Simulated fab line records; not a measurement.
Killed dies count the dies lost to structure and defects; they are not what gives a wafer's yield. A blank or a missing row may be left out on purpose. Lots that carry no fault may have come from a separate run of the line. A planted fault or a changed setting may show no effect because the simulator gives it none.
A lot that was struck, set against a sound lot    flow nand-harc    14 steps out of a route of 1302
Sound: these wafers, L108.2, L108.5, L108.6. Struck: wafers L116.2, L116.4, L116.6. The cause is given at the end.
For every step that has rows: the tool of each side, followed by ch and its chambers, followed by its first start. Under that, the readings that differ: sound wafers    struck wafers    difference of the means    sigmas: that difference in standard deviations of wafers without a fault.
alike: words and numbers the same on both sides, and readings whose means are apart by under 2 such deviations; not compared: readings that were withheld, readings missing a value for some wafer, numbers with overlapping values and no deviation given by the record, and bounds like >300 which may hide the same value.
The two part at a step that has a row with sigmas, a row that says differs or no value, or rows on one side only. Numbers that don't overlap but have no deviation are shown without sigmas and don't part them. A reading missing from all wafers of one side parts the sides only when that side holds two or more wafers.

first, 6 steps without rows for these wafers: NHARC_A_STAIRCASE_EXPOSE_181 (exposes mask STAIR 2); NHARC_A_STAIRCASE_PEB_182 (peb time 130 s); NHARC_A_STAIRCASE_DEVELOP_183 (time 140 s); NHARC_A_STAIRCASE_HARDBAKE_185 (time 140 s); NHARC_A_STAIRCASE_DESCUM_186 (chemistry O2, time 3 s); NHARC_A_STAIRCASE_TRIM_187 (chemistry O2, time 211.2 s).
NHARC_A_STAIRCASE_ETCH_188: etches the open film in C4F8/O2, target depth 100 nm, time 40.5 s.
  sound on rie-diel-10 ch 2,3; struck on rie-diel-11 ch 2,3
  alike: chamber-pressure-mTorr, oes-product-au, rf-vpp-V
  not compared: rf-hours-counter-h
NHARC_A_STAIRCASE_TRIM_189: chemistry O2, time 211.2 s.
  sound on rie-diel-10 ch 0,1,2; struck on rie-diel-11 ch 1,2,3
  alike: chamber-pressure-mTorr, drypump-motor-current-A, oes-product-au, rf-vpp-V, run-length-s, showerhead-plenum-p-Torr, throttle-valve-pct
  not compared: rf-hours-counter-h
then, 1 step without rows for these wafers: NHARC_A_STAIRCASE_ETCH_190 (etches the open film in C4F8/O2, target depth 100 nm, time 40.5 s).
NHARC_A_STAIRCASE_TRIM_191: chemistry O2, time 211.2 s.
  sound on rie-diel-10 ch 0,1; struck on rie-diel-11 ch 0,1,2
  alike: chamber-pressure-mTorr, drypump-motor-current-A, oes-product-au, rf-vpp-V, run-length-s, showerhead-plenum-p-Torr, throttle-valve-pct
  not compared: rf-hours-counter-h
NHARC_A_STAIRCASE_ETCH_192: etches the open film in C4F8/O2, target depth 100 nm, time 40.5 s.
  sound on rie-diel-10 ch 1,2; struck on rie-diel-11 ch 1,3
  alike: chamber-pressure-mTorr, oes-product-au, rf-vpp-V
  not compared: rf-hours-counter-h
NHARC_A_STAIRCASE_TRIM_193: chemistry O2, time 211.2 s.
  sound on rie-diel-10 ch 0,1,2, day 16 13:49; struck on rie-diel-11 ch 0,2,3, day 20 03:19
reading           sound              struck             difference  sigmas
run-length-s (s)  232.0 232.5 232.5  187.0 186.9 187.1  -45.3       -99 or more
  alike: chamber-pressure-mTorr, drypump-motor-current-A, oes-product-au, rf-vpp-V, showerhead-plenum-p-Torr, throttle-valve-pct
  not compared: rf-hours-counter-h
NHARC_A_STAIRCASE_ETCH_194: etches the open film in C4F8/O2, target depth 100 nm, time 40.5 s.
  sound on rie-diel-10 ch 0,2,3; struck on rie-diel-11 ch 0,2,3
  alike: chamber-pressure-mTorr, oes-product-au, rf-vpp-V
  not compared: rf-hours-counter-h
-- jump in the record: it breaks off in module A_STAIRCASE and resumes in module END (first step shown: number 1302 of the route), and 9 days separate the struck wafers' starts before and after --
NHARC_END_SORT_01:
  sound on prober-02 ch 0, day 26 08:30; struck on prober-02 ch 0, day 28 20:27
  alike: killed-at-array, killed-at-other, killed-at-periphery, killed-dies, killed-open, killed-short

== WHERE THEY PART ==
Within this record, at NHARC_A_STAIRCASE_TRIM_193 only. Later steps at which nothing parts them and some readings are alike: NHARC_A_STAIRCASE_ETCH_194, NHARC_END_SORT_01.

WHY: what the simulator had put in
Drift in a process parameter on rie-diel-11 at NHARC_A_STAIRCASE_TRIM_193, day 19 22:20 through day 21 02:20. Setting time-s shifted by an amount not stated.
